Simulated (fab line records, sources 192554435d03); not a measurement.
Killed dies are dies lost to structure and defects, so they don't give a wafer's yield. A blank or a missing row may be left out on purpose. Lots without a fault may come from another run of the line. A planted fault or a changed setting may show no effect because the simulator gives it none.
fab line records | flow n5_finfet
record lots=24 wafers=72 last_day=18
route steps=1938 shown BEOL_M3@998 BEOL_M4@1036
lots that met no fault: from a run of the same line without faults
start_h: hours from the record's first day to the start of the lot's first wafer shown | wait_h: hours since the lot's step before | " the same as in the row above | L1.1+2: a row that stands for several wafers | - no value, or no start given | * or withheld: withheld | < > ~ a bound
route shown NAME@n: a module of which the file shows steps, and the number in the route of the first | usual: mean/standard deviation of fault-free wafers | same: alike in all rows | chamber/n: place in a boat | sites: the reading at each site | _std_site: their standard deviation | _edge_site: outer sites' mean less inner sites' | radius_mm: how far each site lies from the wafer's centre | mask NAME#n: copy n | behind: the tool/chamber that last shaped the wafer | hold: why the lot was held/for how many hours/how that ended | device: the transistor (n, p or np) that didn't switch | end of line: the same wafers' tests at the end of the route | a step without rows: its recipe alone | killed: dies lost to structure and defects at the first sort, not the wafer's yield | map: a wafer's dies, x killed, . not, _ none there
set.NAME: the setting as run; set.NAME@STEP: as run at that earlier step | model.NAME: the simulator's own value behind a step, which no gauge read
steps of the route over a sample of lots; a table a step, a row a wafer
services: from which hour (start_h, from the record's first day; less than 0 if before it) a tool's chamber was out of use, for how many hours, and why
## steps
# step N5_BEOL_M3_SPUTTER_81
# recipe material=Cu target_thk_a=45 temp_c=-20 chamber_pressure_pa=0.07 power_w=withheld time_s=8.29
# usual throttle_valve_pct=30.5/0.92
# columns lot.wafer tool chamber start_h wait_h throttle_valve_pct
L074.1 pvd_sputter-03 - 167.80 0.1 29.8
L074.3 " - " " 32.3
L074.5 " - " " 29.0
L076.1 pvd_sputter-03 - 170.86 0.1 31.2
L076.3 " - " " 29.8
L076.6 " - " " 30.0
L075.3 pvd_sputter-01 - 170.88 0.1 30.0
L075.4 " - " " 30.1
L075.6 " - " " 31.6
L077.1 pvd_sputter-01 - 173.84 0.1 31.4
L077.3 " - " " 30.1
L077.5 " - " " 30.0
L078.2 pvd_sputter-03 - 182.47 0.1 32.5
L078.4 " - " " 31.3
L078.5 " - " " 29.6
L080.1 pvd_sputter-03 - 184.63 0.1 28.9
L080.2 " - " " 31.1
L080.6 " - " " 29.1
L079.3 pvd_sputter-02 - 186.19 0.1 29.7
L079.4 " - " " 30.8
L079.6 " - " " 30.4
L082.2 pvd_sputter-03 - 210.41 0.1 32.0
L082.4 " - " " 31.2
L082.6 " - " " 29.7
L081.2 pvd_sputter-01 - 210.44 0.1 31.5
L081.4 " - " " 30.4
L081.5 " - " " 30.4
L084.1 pvd_sputter-03 - 219.46 0.1 31.9
L084.3 " - " " 29.0
L084.4 " - " " 31.2
L083.2 pvd_sputter-02 - 219.60 0.1 30.8
L083.4 " - " " 30.7
L083.5 " - " " 30.5
L085.3 pvd_sputter-02 - 231.83 0.1 30.4
L085.5 " - " " 30.4
L085.6 " - " " 30.0
L087.2 pvd_sputter-02 - 234.71 0.1 30.3
L087.4 " - " " 29.8
L087.6 " - " " 30.8
L088.2 pvd_sputter-01 - 242.34 0.1 30.6
L088.3 " - " " 31.4
L088.5 " - " " 30.2
L086.1 pvd_sputter-02 - 245.50 0.1 29.8
L086.2 " - " " 30.7
L086.5 " - " " 29.8
L089.2 pvd_sputter-03 - 245.66 0.1 32.4
L089.4 " - " " 29.2
L089.6 " - " " 31.0
L091.2 pvd_sputter-03 - 252.73 0.1 29.7
L091.4 " - " " 28.9
L091.6 " - " " 28.9
L090.1 pvd_sputter-02 - 256.05 0.1 30.9
L090.5 " - " " 30.4
L090.6 " - " " 30.7
L092.2 pvd_sputter-01 - 269.11 0.1 31.8
L092.5 " - " " 31.2
L092.6 " - " " 30.3
L093.3 pvd_sputter-02 - 273.55 0.1 30.4
L093.4 " - " " 30.0
L093.5 " - " " 30.7
L094.4 pvd_sputter-02 - 284.47 0.1 30.6
L094.5 " - " " 30.5
L094.6 " - " " 30.4
L095.1 pvd_sputter-03 - 285.81 0.1 29.7
L095.5 " - " " 32.3
L095.6 " - " " 31.2
L097.1 pvd_sputter-03 - 304.55 0.1 30.9
L097.4 " - " " 29.7
L097.5 " - " " 29.5
L096.1 pvd_sputter-01 - 306.24 0.1 30.4
L096.2 " - " " 31.6
L096.3 " - " " 30.1
# step N5_BEOL_M3_ANNEAL_89
# recipe temp_c=400 time_s=240 ambient=vacuum
# usual heater_power_w=840/57
# columns lot.wafer tool chamber start_h wait_h heater_power_w
L074.1 pvd_sputter-03 - 168.32 0.0 807
L074.3 " - " " 898
L074.5 " - " " 842
L076.1 pvd_sputter-03 - 171.38 0.0 785
L076.3 " - " " 876
L076.6 " - " " 826
L075.3 pvd_sputter-01 - 171.40 0.0 934
L075.4 " - " " 939
L075.6 " - " " 738
L077.1 pvd_sputter-01 - 174.36 0.0 836
L077.3 " - " " 940
L077.5 " - " " 920
L078.2 pvd_sputter-03 - 182.99 0.0 941
L078.4 " - " " 797
L078.5 " - " " 837
L080.1 pvd_sputter-03 - 185.15 0.0 850
L080.2 " - " " 771
L080.6 " - " " 826
L079.3 pvd_sputter-02 - 186.71 0.0 750
L079.4 " - " " 816
L079.6 " - " " 817
L082.2 pvd_sputter-03 - 210.93 0.0 916
L082.4 " - " " 762
L082.6 " - " " 834
L081.2 pvd_sputter-01 - 210.96 0.0 830
L081.4 " - " " 854
L081.5 " - " " 865
L084.1 pvd_sputter-03 - 219.98 0.0 913
L084.3 " - " " 833
L084.4 " - " " 801
L083.2 pvd_sputter-02 - 220.12 0.0 828
L083.4 " - " " 922
L083.5 " - " " 797
L085.3 pvd_sputter-02 - 232.35 0.0 912
L085.5 " - " " 904
L085.6 " - " " 751
L087.2 pvd_sputter-02 - 235.23 0.0 853
L087.4 " - " " 765
L087.6 " - " " 840
L088.2 pvd_sputter-01 - 242.86 0.0 862
L088.3 " - " " 855
L088.5 " - " " 945
L086.1 pvd_sputter-02 - 246.02 0.0 760
L086.2 " - " " 803
L086.5 " - " " 767
L089.2 pvd_sputter-03 - 246.18 0.0 925
L089.4 " - " " 848
L089.6 " - " " 766
L091.2 pvd_sputter-03 - 253.29 0.0 858
L091.4 " - " " 822
L091.6 " - " " 829
L090.1 pvd_sputter-02 - 256.57 0.0 826
L090.5 " - " " 897
L090.6 " - " " 793
L092.2 pvd_sputter-01 - 269.63 0.0 724
L092.5 " - " " 833
L092.6 " - " " 862
L093.3 pvd_sputter-02 - 274.07 0.0 907
L093.4 " - " " 767
L093.5 " - " " 842
L094.4 pvd_sputter-02 - 284.99 0.0 819
L094.5 " - " " 913
L094.6 " - " " 829
L095.1 pvd_sputter-03 - 286.33 0.0 866
L095.5 " - " " 904
L095.6 " - " " 782
L097.1 pvd_sputter-03 - 305.07 0.0 780
L097.4 " - " " 858
L097.5 " - " " 832
L096.1 pvd_sputter-01 - 306.76 0.0 862
L096.2 " - " " 829
L096.3 " - " " 910
# step N5_BEOL_M4_INSPECT_13
# recipe mode=adi inspect_instrument=brightfield
# usual raw_defect_count=414/89
# columns lot.wafer tool chamber start_h wait_h raw_defect_count
L074.1 defect_inspect-02 - 172.57 0.1 312
L074.3 " - " " 383
L074.5 " - " " 381
L076.1 defect_inspect-01 - 175.55 0.1 637
L076.3 " - " " 452
L076.6 " - " " 383
L075.3 defect_inspect-01 - 175.72 0.0 398
L075.4 " - " " 487
L075.6 " - " " 455
L077.1 defect_inspect-01 - 179.04 0.1 489
L077.3 " - " " 491
L077.5 " - " " 312
L078.2 defect_inspect-01 - 187.38 0.0 261
L078.4 " - " " 451
L078.5 " - " " 383
L080.1 defect_inspect-02 - 188.21 0.1 429
L080.2 " - " " 331
L080.6 " - " " 402
L079.3 defect_inspect-02 - 189.88 0.0 351
L079.4 " - " " 452
L079.6 " - " " 468
L082.2 defect_inspect-02 - 214.11 0.1 522
L082.4 " - " " 443
L082.6 " - " " 407
L081.2 defect_inspect-01 - 214.50 0.1 473
L081.4 " - " " 309
L081.5 " - " " 417
L084.1 defect_inspect-02 - 223.12 0.1 467
L084.3 " - " " 475
L084.4 " - " " 500
L083.2 defect_inspect-01 - 223.59 0.0 334
L083.4 " - " " 389
L083.5 " - " " 464
L085.3 defect_inspect-01 - 238.53 0.0 354
L085.5 " - " " 396
L085.6 " - " " 261
L087.2 defect_inspect-02 - 239.26 0.0 533
L087.4 " - " " 517
L087.6 " - " " 473
L088.2 defect_inspect-01 - 247.23 0.0 443
L088.3 " - " " 305
L088.5 " - " " 321
L086.1 defect_inspect-01 - 251.00 0.1 345
L086.2 " - " " 394
L086.5 " - " " 272
L089.2 defect_inspect-01 - 251.17 0.0 435
L089.4 " - " " 458
L089.6 " - " " 328
L091.2 defect_inspect-02 - 256.12 0.0 328
L091.4 " - " " 441
L091.6 " - " " 580
L090.1 defect_inspect-02 - 260.04 0.1 385
L090.5 " - " " 616
L090.6 " - " " 453
L092.2 defect_inspect-02 - 273.08 0.0 408
L092.5 " - " " 350
L092.6 " - " " 282
L093.3 defect_inspect-02 - 279.43 0.0 339
L093.4 " - " " 285
L093.5 " - " " 316
L094.4 defect_inspect-01 - 288.52 0.0 332
L094.5 " - " " 270
L094.6 " - " " 315
L095.1 defect_inspect-02 - 289.62 0.1 566
L095.5 " - " " 428
L095.6 " - " " 581
L097.1 defect_inspect-02 - 308.03 0.1 502
L097.4 " - " " 367
L097.5 " - " " 439
L096.1 defect_inspect-01 - 309.43 0.1 340
L096.2 " - " " 347
L096.3 " - " " 350
# step N5_BEOL_M4_SPUTTER_94
# recipe material=Cu target_thk_a=45 temp_c=-20 chamber_pressure_pa=0.07 power_w=withheld time_s=8.29
# usual throttle_valve_pct=30.6/0.75
# columns lot.wafer tool chamber start_h wait_h throttle_valve_pct
L074.1 pvd_sputter-02 - 181.91 0.1 29.7
L074.3 " - " " 30.3
L074.5 " - " " 30.4
L075.3 pvd_sputter-01 - 182.04 0.1 31.2
L075.4 " - " " 30.6
L075.6 " - " " 31.3
L076.1 pvd_sputter-01 - 196.58 0.1 31.7
L076.3 " - " " 30.4
L076.6 " - " " 31.5
L077.1 pvd_sputter-02 - 196.98 0.1 29.6
L077.3 " - " " 30.6
L077.5 " - " " 30.4
L078.2 pvd_sputter-01 - 199.34 0.1 31.3
L078.4 " - " " 30.1
L078.5 " - " " 30.0
L080.1 pvd_sputter-03 - 201.12 0.1 31.1
L080.2 " - " " 29.6
L080.6 " - " " 29.7
L079.3 pvd_sputter-02 - 202.79 0.1 30.7
L079.4 " - " " 29.5
L079.6 " - " " 30.4
L082.2 pvd_sputter-01 - 224.54 0.1 31.9
L082.4 " - " " 30.3
L082.6 " - " " 30.3
L081.2 pvd_sputter-03 - 225.00 0.1 32.1
L081.4 " - " " 29.1
L081.5 " - " " 29.0
L083.2 pvd_sputter-02 - 229.09 0.1 30.4
L083.4 " - " " 30.3
L083.5 " - " " 30.4
L084.1 pvd_sputter-01 - 229.23 0.1 29.8
L084.3 " - " " 30.6
L084.4 " - " " 31.5
L085.3 pvd_sputter-02 - 249.89 0.1 30.6
L085.5 " - " " 30.4
L085.6 " - " " 29.9
L087.2 pvd_sputter-01 - 251.02 0.1 31.9
L087.4 " - " " 31.2
L087.6 " - " " 31.6
L088.2 pvd_sputter-02 - 253.97 0.1 30.7
L088.3 " - " " 30.5
L088.5 " - " " 30.4
L086.1 pvd_sputter-03 - 256.98 0.1 29.8
L086.2 " - " " 32.0
L086.5 " - " " 32.1
L089.2 pvd_sputter-03 - 259.17 0.1 29.6
L089.4 " - " " 32.4
L089.6 " - " " 32.4
L091.2 pvd_sputter-02 - 268.47 0.1 30.7
L091.4 " - " " 30.5
L091.6 " - " " 30.2
L090.1 pvd_sputter-02 - 277.41 0.1 30.7
L090.5 " - " " 30.7
L090.6 " - " " 30.4
L092.2 pvd_sputter-02 - 282.17 0.1 30.5
L092.5 " - " " 30.4
L092.6 " - " " 30.5
L093.3 pvd_sputter-01 - 284.82 0.1 30.6
L093.4 " - " " 31.3
L093.5 " - " " 30.5
L094.4 pvd_sputter-02 - 301.50 0.1 29.9
L094.5 " - " " 30.5
L094.6 " - " " 30.8
L095.1 pvd_sputter-03 - 302.22 0.1 32.0
L095.5 " - " " 29.1
L095.6 " - " " 30.9
L097.1 pvd_sputter-02 - 324.65 0.1 30.7
L097.4 " - " " 30.4
L097.5 " - " " 29.7
L096.1 pvd_sputter-01 - 325.61 0.1 31.8
L096.2 " - " " 31.4
L096.3 " - " " 29.9
# step N5_BEOL_M4_SPUTTER_96
# recipe material=Cu target_thk_a=45 temp_c=-20 chamber_pressure_pa=0.07 power_w=withheld time_s=8.29
# usual throttle_valve_pct=30.6/0.75
# columns lot.wafer tool chamber start_h wait_h throttle_valve_pct
L074.1 pvd_sputter-02 - 182.13 0.1 29.9
L074.3 " - " " 30.5
L074.5 " - " " 30.7
L075.3 pvd_sputter-01 - 182.26 0.1 31.3
L075.4 " - " " 30.5
L075.6 " - " " 31.2
L076.1 pvd_sputter-01 - 196.80 0.1 31.8
L076.3 " - " " 30.1
L076.6 " - " " 31.5
L077.1 pvd_sputter-02 - 197.20 0.1 29.5
L077.3 " - " " 30.8
L077.5 " - " " 30.5
L078.2 pvd_sputter-01 - 199.56 0.1 31.5
L078.4 " - " " 29.9
L078.5 " - " " 30.1
L080.1 pvd_sputter-03 - 201.34 0.1 31.0
L080.2 " - " " 29.7
L080.6 " - " " 29.6
L079.3 pvd_sputter-02 - 203.03 0.1 30.4
L079.4 " - " " 29.7
L079.6 " - " " 30.6
L082.2 pvd_sputter-01 - 224.76 0.1 31.6
L082.4 " - " " 30.2
L082.6 " - " " 29.9
L081.2 pvd_sputter-03 - 225.22 0.1 32.1
L081.4 " - " " 28.9
L081.5 " - " " 29.3
L083.2 pvd_sputter-02 - 229.31 0.1 30.5
L083.4 " - " " 30.6
L083.5 " - " " 30.8
L084.1 pvd_sputter-01 - 229.45 0.1 30.1
L084.3 " - " " 30.2
L084.4 " - " " 31.9
L085.3 pvd_sputter-02 - 250.11 0.1 30.5
L085.5 " - " " 30.3
L085.6 " - " " 29.8
L087.2 pvd_sputter-01 - 251.24 0.1 31.9
L087.4 " - " " 31.3
L087.6 " - " " 31.5
L088.2 pvd_sputter-02 - 254.19 0.1 30.5
L088.3 " - " " 30.5
L088.5 " - " " 30.5
L086.1 pvd_sputter-03 - 257.22 0.1 29.7
L086.2 " - " " 31.9
L086.5 " - " " 32.0
L089.2 pvd_sputter-03 - 259.39 0.1 29.8
L089.4 " - " " 32.0
L089.6 " - " " 32.0
L091.2 pvd_sputter-02 - 268.69 0.1 30.5
L091.4 " - " " 30.5
L091.6 " - " " 30.3
L090.1 pvd_sputter-02 - 277.63 0.1 30.5
L090.5 " - " " 30.6
L090.6 " - " " 30.6
L092.2 pvd_sputter-02 - 282.39 0.1 30.1
L092.5 " - " " 30.8
L092.6 " - " " 30.1
L093.3 pvd_sputter-01 - 285.04 0.1 30.3
L093.4 " - " " 31.2
L093.5 " - " " 30.6
L094.4 pvd_sputter-02 - 301.72 0.1 29.8
L094.5 " - " " 30.4
L094.6 " - " " 30.4
L095.1 pvd_sputter-03 - 302.44 0.1 32.1
L095.5 " - " " 29.1
L095.6 " - " " 31.0
L097.1 pvd_sputter-02 - 324.87 0.1 30.8
L097.4 " - " " 30.3
L097.5 " - " " 29.9
L096.1 pvd_sputter-01 - 325.83 0.1 31.7
L096.2 " - " " 31.2
L096.3 " - " " 30.2
# step N5_BEOL_M4_THK_MEAS_53
# recipe thk_meas_gauge=xrf reads=Cu_of_BEOL_M4_ECD_50
# usual M4_THK=40.5/1.8
# columns lot.wafer tool chamber start_h wait_h M4_THK[nm]
L074.1 film_metro-01 - 183.17 - 40.9
L074.3 " - " " 40.1
L074.5 " - " " 38.0
L075.3 film_metro-02 - 183.19 - 39.4
L075.4 " - " " 39.5
L075.6 " - " " 41.6
L076.1 film_metro-01 - 197.59 - 42.3
L076.3 " - " " 40.8
L076.6 " - " " 40.6
L077.1 film_metro-01 - 197.98 - 41.2
L077.3 " - " " 39.6
L077.5 " - " " 38.1
L078.2 film_metro-02 - 200.48 - 40.7
L078.4 " - " " 38.6
L078.5 " - " " 40.5
L080.1 film_metro-01 - 202.14 - 41.3
L080.2 " - " " 41.8
L080.6 " - " " 40.9
L079.3 film_metro-02 - 203.83 - 41.4
L079.4 " - " " 42.8
L079.6 " - " " 42.2
L082.2 film_metro-02 - 225.56 - 41.1
L082.4 " - " " 41.9
L082.6 " - " " 41.4
L081.2 film_metro-01 - 226.03 - 39.4
L081.4 " - " " 41.1
L081.5 " - " " 39.5
L083.2 film_metro-02 - 230.10 - 37.8
L083.4 " - " " 40.5
L083.5 " - " " 38.0
L084.1 film_metro-01 - 230.37 - 38.9
L084.3 " - " " 39.4
L084.4 " - " " 39.7
L085.3 film_metro-02 - 250.90 - 38.4
L085.5 " - " " 36.3
L085.6 " - " " 42.1
L087.2 film_metro-01 - 252.08 - 39.7
L087.4 " - " " 38.6
L087.6 " - " " 37.4
L088.2 film_metro-01 - 254.98 - 42.6
L088.3 " - " " 40.0
L088.5 " - " " 38.0
L086.1 film_metro-02 - 258.02 - 41.1
L086.2 " - " " 39.7
L086.5 " - " " 39.3
L089.2 film_metro-02 - 260.18 - 43.1
L089.4 " - " " 41.1
L089.6 " - " " 43.2
L091.2 film_metro-01 - 269.49 - 40.1
L091.4 " - " " 42.5
L091.6 " - " " 41.6
L090.1 film_metro-01 - 278.52 - 38.5
L090.5 " - " " 39.4
L090.6 " - " " 39.8
L092.2 film_metro-02 - 283.28 - 41.4
L092.5 " - " " 43.0
L092.6 " - " " 39.0
L093.3 film_metro-01 - 285.99 - 39.5
L093.4 " - " " 37.8
L093.5 " - " " 41.6
L094.4 film_metro-01 - 302.51 - 41.4
L094.5 " - " " 42.8
L094.6 " - " " 39.9
L095.1 film_metro-01 - 303.23 - 41.0
L095.5 " - " " 41.1
L095.6 " - " " 42.0
L097.1 film_metro-02 - 325.66 - 42.1
L097.4 " - " " 35.8
L097.5 " - " " 40.6
L096.1 film_metro-01 - 327.00 - 38.9
L096.2 " - " " 39.5
L096.3 " - " " 38.9
## services
# columns tool chamber start_h hours kind
pvd_sputter-02 - 288.91 7.9 repair
pvd_sputter-02 - 303.50 6.2 repair
## key
fault none
